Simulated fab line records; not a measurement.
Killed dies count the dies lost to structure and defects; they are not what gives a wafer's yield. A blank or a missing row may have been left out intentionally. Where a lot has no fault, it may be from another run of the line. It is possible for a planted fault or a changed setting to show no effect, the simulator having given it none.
Chamber matching / flow nand harc / NHARC_A_CHANNEL_FILL_D2_ETCHBACK_19 on rie si-05 has 4 sister chambers
The step etches the open film in HBr/Cl2, target depth 5 nm, time 1.7 s. 16 wafers are shown with their chamber, then 8 later ones without.

## WAFERS PAIRED WITH THEIR CHAMBERS
wafer=L421.1; chamber=1; drypump motor current A (A)=5.6; oes product au (a.u.)=0.967; he backside leak sccm (sccm)=2.59
wafer=L421.4; chamber=2; drypump motor current A (A)=5.7; oes product au (a.u.)=0.980; he backside leak sccm (sccm)=2.78
wafer=L421.5; chamber=2; drypump motor current A (A)=5.7; oes product au (a.u.)=0.982; he backside leak sccm (sccm)=2.96
wafer=L422.3; chamber=3; drypump motor current A (A)=5.7; oes product au (a.u.)=1.004; he backside leak sccm (sccm)=2.67
wafer=L422.4; chamber=0; drypump motor current A (A)=6.3; oes product au (a.u.)=1.006; he backside leak sccm (sccm)=2.61
wafer=L422.6; chamber=2; drypump motor current A (A)=5.8; oes product au (a.u.)=0.986; he backside leak sccm (sccm)=2.89
wafer=L424.1; chamber=1; drypump motor current A (A)=5.6; oes product au (a.u.)=0.981; he backside leak sccm (sccm)=2.57
wafer=L424.2; chamber=3; drypump motor current A (A)=5.8; oes product au (a.u.)=1.022; he backside leak sccm (sccm)=2.78
wafer=L424.5; chamber=0; drypump motor current A (A)=6.2; oes product au (a.u.)=1.007; he backside leak sccm (sccm)=2.73
wafer=L425.1; chamber=1; drypump motor current A (A)=5.6; oes product au (a.u.)=0.983; he backside leak sccm (sccm)=2.65
wafer=L425.3; chamber=0; drypump motor current A (A)=6.2; oes product au (a.u.)=1.004; he backside leak sccm (sccm)=2.72
wafer=L425.6; chamber=2; drypump motor current A (A)=5.8; oes product au (a.u.)=0.981; he backside leak sccm (sccm)=3.10
wafer=L427.1; chamber=2; drypump motor current A (A)=5.7; oes product au (a.u.)=0.982; he backside leak sccm (sccm)=2.92
wafer=L427.2; chamber=3; drypump motor current A (A)=5.7; oes product au (a.u.)=1.020; he backside leak sccm (sccm)=2.86
wafer=L427.3; chamber=1; drypump motor current A (A)=5.7; oes product au (a.u.)=0.996; he backside leak sccm (sccm)=2.59
wafer=L430.3; chamber=1; drypump motor current A (A)=5.6; oes product au (a.u.)=0.986; he backside leak sccm (sccm)=2.71

SIGNATURES, as means of the wafers listed above
reading=drypump motor current A; chamber 0=6.233; chamber 1=5.620; chamber 2=5.740; chamber 3=5.733; scatter within a chamber=0.0527
reading=oes product au; chamber 0=1.00567; chamber 1=0.98260; chamber 2=0.98220; chamber 3=1.01533; scatter within a chamber=0.0074
reading=he backside leak sccm; chamber 0=2.6867; chamber 1=2.6220; chamber 2=2.9300; chamber 3=2.7700; scatter within a chamber=0.0887
Rule: distance of a wafer from a chamber = root of the sum over the readings of ((wafer's reading minus chamber's mean) / reading's scatter) squared. If the next closest chamber is less than 2 further off than the closest, the wafer can't be placed; otherwise it belongs to the closest. The scatter: the root of (the sum of the squares of (reading less its chamber's mean) over the shown wafers, divided by (wafers less chambers)).

## WAFERS MISSING THEIR CHAMBER
wafer=L430.4; drypump motor current A (A)=6.3; oes product au (a.u.)=1.017; he backside leak sccm (sccm)=2.76
wafer=L430.5; drypump motor current A (A)=5.7; oes product au (a.u.)=0.990; he backside leak sccm (sccm)=3.12
wafer=L434.2; drypump motor current A (A)=5.8; oes product au (a.u.)=1.007; he backside leak sccm (sccm)=3.10
wafer=L434.3; drypump motor current A (A)=6.3; oes product au (a.u.)=1.002; he backside leak sccm (sccm)=2.81
wafer=L434.4; drypump motor current A (A)=5.6; oes product au (a.u.)=1.012; he backside leak sccm (sccm)=2.55
wafer=L440.3; drypump motor current A (A)=5.8; oes product au (a.u.)=0.989; he backside leak sccm (sccm)=2.65
wafer=L440.4; drypump motor current A (A)=5.8; oes product au (a.u.)=0.997; he backside leak sccm (sccm)=3.00
wafer=L440.5; drypump motor current A (A)=5.8; oes product au (a.u.)=1.003; he backside leak sccm (sccm)=2.75

## THE CHAMBER EACH PASSED THROUGH
wafer=L430.4; from the rows above=0; in truth=0
wafer=L430.5; from the rows above=2; in truth=2
wafer=L434.2; from the rows above=can't be placed: 2 or 3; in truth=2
wafer=L434.3; from the rows above=0; in truth=0
wafer=L434.4; from the rows above=can't be placed: 3 or 1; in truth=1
wafer=L440.3; from the rows above=can't be placed: 2 or 1 or 3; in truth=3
wafer=L440.4; from the rows above=can't be placed: 2 or 3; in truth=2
wafer=L440.5; from the rows above=can't be placed: 3 or 2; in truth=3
Placed correctly: 3 of 8. Cannot be placed on the basis of these rows: 5; the candidates contain the true chamber in 5. Wrongly placed: 0.
